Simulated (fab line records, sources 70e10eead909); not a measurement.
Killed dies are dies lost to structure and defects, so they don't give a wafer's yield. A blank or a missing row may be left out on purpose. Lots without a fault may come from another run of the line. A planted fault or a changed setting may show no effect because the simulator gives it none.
Which tool did it? | flow nand_harc | 12 lots, 36 wafers sampled, at 6 steps of a route of 1159

WHAT THE GAUGES READ, wafer by wafer
NHARC_A_SOURCE_PLATE_THK_MEAS_09: measures by ellipsometry.
lot  | measured     | on            | thk_nm (nm)
L224 | day 6 14:25  | film_metro-02 | 10.4 10.7 9.9
L225 | day 7 07:40  | film_metro-02 | 7.2 10.1 9.7
L230 | day 8 17:48  | film_metro-01 | 9.4 9.6 10.3
L231 | day 9 00:24  | film_metro-01 | 10.2 8.5 8.2
L237 | day 10 02:05 | film_metro-01 | 9.5 10.0 11.3
L235 | day 10 02:05 | film_metro-02 | 10.6 8.9 9.7
L238 | day 10 05:52 | film_metro-01 | 10.7 9.7 10.0
L236 | day 10 12:44 | film_metro-02 | 10.6 10.0 10.1
L239 | day 11 00:17 | film_metro-02 | 9.2 10.7 7.9
L241 | day 11 07:35 | film_metro-01 | 10.4 8.7 11.8
L245 | day 11 21:44 | film_metro-01 | 9.2 9.3 9.5
L246 | day 12 07:12 | film_metro-02 | 7.6 9.7 11.5

NHARC_A_ONON_D1_THK_MEAS_08: measures by ellipsometry.
lot  | measured     | on            | thk_nm (nm)
L224 | day 7 05:23  | film_metro-01 | 1007 1008 1009
L225 | day 7 22:42  | film_metro-01 | 998 1000 999
L230 | day 9 10:30  | film_metro-01 | 992 995 994
L231 | day 9 17:40  | film_metro-01 | 1559 1006 1559
L237 | day 10 18:08 | film_metro-02 | 997 999 998
L235 | day 10 18:06 | film_metro-02 | 1546 991 1546
L238 | day 10 18:07 | film_metro-01 | 1004 1006 1007
L236 | day 11 07:10 | film_metro-02 | 1011 1011 1012
L239 | day 11 15:28 | film_metro-02 | 1013 1012 1010
L241 | day 11 22:32 | film_metro-01 | 998 998 997
L245 | day 12 12:36 | film_metro-02 | 1007 1011 1009
L246 | day 12 22:34 | film_metro-02 | 991 991 991

NHARC_END_SORT_01.
lot  | measured     | on        | killed_at_array | killed_at_other | killed_at_periphery | killed_dies | killed_open | killed_short
L231 | day 21 14:46 | prober-02 | 673 28 674      | 0 0 0           | 4 7 3               | 677 35 677  | 2 5 5       | 5 2 0
L235 | day 22 21:15 | prober-01 | 676 20 675      | 0 0 1           | 1 2 1               | 677 22 677  | 2 2 6       | 4 1 1

WHICH TOOL RAN EACH LOT (tool, then ch and the chambers of the sampled wafers, then the start)
lot  | NHARC_P_BONDPAD_ETCH_37            | NHARC_P_BONDPAD_PVD_27                  | NHARC_A_ONON_D1_DEP_06
L224 | rie_diel-06 ch 1,3, day 6 00:55    | pvd_sputter-02, day 6 14:25 or earlier  | pecvd_onon-01 ch 0, day 7 04:59
L225 | rie_diel-06 ch 2,3, day 6 18:53    | pvd_sputter-03, day 7 07:40 or earlier  | pecvd_onon-03 ch 0, day 7 22:15
L230 | rie_diel-06 ch 1,3, day 8 05:16    | pvd_sputter-03, day 8 17:48 or earlier  | pecvd_onon-02 ch 0, day 9 10:02
L231 | rie_diel-06 ch 0,2, day 8 10:00    | pvd_sputter-03, day 9 00:24 or earlier  | pecvd_onon-03 ch 0, day 9 17:10
L237 | rie_diel-05 ch 1,2,3, day 9 12:43  | pvd_sputter-01, day 10 02:05 or earlier | pecvd_onon-01 ch 0, day 10 17:37
L235 | rie_diel-05 ch 0,1,2, day 9 13:44  | pvd_sputter-03, day 10 02:05 or earlier | pecvd_onon-03 ch 0, day 10 17:35
L238 | rie_diel-06 ch 0,2,3, day 9 16:46  | pvd_sputter-03, day 10 05:52 or earlier | pecvd_onon-02 ch 0, day 10 17:36
L236 | rie_diel-06 ch 2,3, day 10 00:23   | pvd_sputter-03, day 10 12:44 or earlier | pecvd_onon-01 ch 0, day 11 06:46
L239 | rie_diel-06 ch 0,1,3, day 10 12:08 | pvd_sputter-02, day 11 00:17 or earlier | pecvd_onon-01 ch 0, day 11 15:01
L241 | rie_diel-06 ch 0,1,2, day 10 19:03 | pvd_sputter-01, day 11 07:35 or earlier | pecvd_onon-01 ch 0, day 11 22:01
L245 | rie_diel-10 ch 1,2,3, day 11 10:58 | pvd_sputter-02, day 11 21:44 or earlier | pecvd_onon-02 ch 0, day 12 12:10
L246 | rie_diel-10 ch 0,1, day 11 19:08   | pvd_sputter-01, day 12 07:12 or earlier | pecvd_onon-01 ch 0, day 12 22:02
- NHARC_P_BONDPAD_ETCH_37: etches the open film in N2/H2, target depth 60 nm, overetch 18 nm, time 65.91 s.
- NHARC_P_BONDPAD_PVD_27: deposits Cu, target thk 30 nm, time 20.49 s.
- NHARC_A_ONON_D1_DEP_06: target thk 1000 nm.

WHAT THE TOOLS THEMSELVES READ (means of the sampled wafers that have a number; where no wafer has one, the mark that the record gives instead)
NHARC_P_BONDPAD_ETCH_37.
lot  | tool        | bias_w (W) | drypump_motor_current_A (A) | oes_product_au (a.u.) | rf_vpp_V (V) | showerhead_plenum_p_Torr (Torr) | throttle_valve_pct (%)
L224 | rie_diel-06 | 150.7      | 6.0                         | 0.996                 | 428.6        | 2.02                            | 14.182
L225 | rie_diel-06 | 150.5      | 5.5                         | 1.003                 | 430.8        | 2.07                            | 14.178
L230 | rie_diel-06 | 150.1      | 6.0                         | 1.004                 | 429.8        | 1.98                            | 14.180
L231 | rie_diel-06 | 149.8      | 5.3                         | 0.994                 | 431.4        | 2.05                            | 14.166
L237 | rie_diel-05 | 149.7      | 5.5                         | 0.995                 | 429.8        | 2.04                            | 14.167
L235 | rie_diel-05 | 150.2      | 5.8                         | 1.000                 | 429.6        | 2.00                            | 14.177
L238 | rie_diel-06 | 150.0      | 5.6                         | 0.997                 | 429.4        | 2.00                            | 14.167
L236 | rie_diel-06 | 150.2      | 5.7                         | 1.001                 | 430.0        | 2.01                            | 14.173
L239 | rie_diel-06 | 150.4      | 5.9                         | 1.004                 | 428.7        | 1.97                            | 14.169
L241 | rie_diel-06 | 149.7      | 5.6                         | 1.002                 | 429.5        | 2.03                            | 14.177
L245 | rie_diel-10 | 150.1      | 5.6                         | 1.004                 | 433.6        | 2.17                            | 14.169
L246 | rie_diel-10 | 150.1      | 5.4                         | 1.000                 | 432.2        | 2.12                            | 14.177

NHARC_P_BONDPAD_PVD_27.
lot  | tool           | throttle_valve_pct (%)
L224 | pvd_sputter-02 | 29.4
L225 | pvd_sputter-03 | 31.0
L230 | pvd_sputter-03 | 30.0
L231 | pvd_sputter-03 | 30.4
L237 | pvd_sputter-01 | 30.3
L235 | pvd_sputter-03 | 30.1
L238 | pvd_sputter-03 | 30.5
L236 | pvd_sputter-03 | 30.3
L239 | pvd_sputter-02 | 29.1
L241 | pvd_sputter-01 | 30.0
L245 | pvd_sputter-02 | 29.3
L246 | pvd_sputter-01 | 29.2

NHARC_A_ONON_D1_DEP_06.
lot  | tool          | n2o_flow_sccm (sccm)
L224 | pecvd_onon-01 | 2004
L225 | pecvd_onon-03 | 1998
L230 | pecvd_onon-02 | 1997
L231 | pecvd_onon-03 | 1998
L237 | pecvd_onon-01 | 1999
L235 | pecvd_onon-03 | 2002
L238 | pecvd_onon-02 | 2001
L236 | pecvd_onon-01 | 1998
L239 | pecvd_onon-01 | 2004
L241 | pecvd_onon-01 | 2000
L245 | pecvd_onon-02 | 1994
L246 | pecvd_onon-01 | 2006

THE ANSWER, worked out from the rows above alone
Rule: what is usual is taken from the lots themselves. Put in order of their means at a reading, lots are off if they are a third of the lots or fewer, leave a main group of 4 or more, and stand apart from it by a gap of 3 or more times the standard deviation of the main group's means; of several such gaps the widest counts. A main group whose means are all the same, to the digits that the tables above print for the reading, isn't used. A lot without any number at a reading at which 4 lots or more have one is off too. The other lots that the step has rows for count as sound. The gauges are gone through in route order, then the tools' own readings, and for those a lot's mean is taken as printed above. The first step at which some lot is off is used, and at that step the reading that is off furthest; a lot without a number counts as furthest.
Off: L231, L235, at NHARC_A_ONON_D1_THK_MEAS_08 (thk_nm). The main group: mean 1002 nm, standard deviation 7.1.
A tool fits if, at a process step before that reading, it ran every lot that is off, and no sound lot after the first of them. The gauges at NHARC_A_ONON_D1_THK_MEAS_08 are tried like those tools. NHARC_P_BONDPAD_PVD_27 gives no start for some lots, so the hours and the order of its lots are those of NHARC_A_SOURCE_PLATE_THK_MEAS_09. One fits: pecvd_onon-03 at NHARC_A_ONON_D1_DEP_06. Its last sound lot is L225 (day 7 22:15), its first lot that is off L231 (day 9 17:10): a fault that began between those two fits.

WHAT THE SIMULATOR HAD PUT IN
Process parameter drift: pecvd_onon-03, from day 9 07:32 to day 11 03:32, at NHARC_A_ONON_D1_DEP_06. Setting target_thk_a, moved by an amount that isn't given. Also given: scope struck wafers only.
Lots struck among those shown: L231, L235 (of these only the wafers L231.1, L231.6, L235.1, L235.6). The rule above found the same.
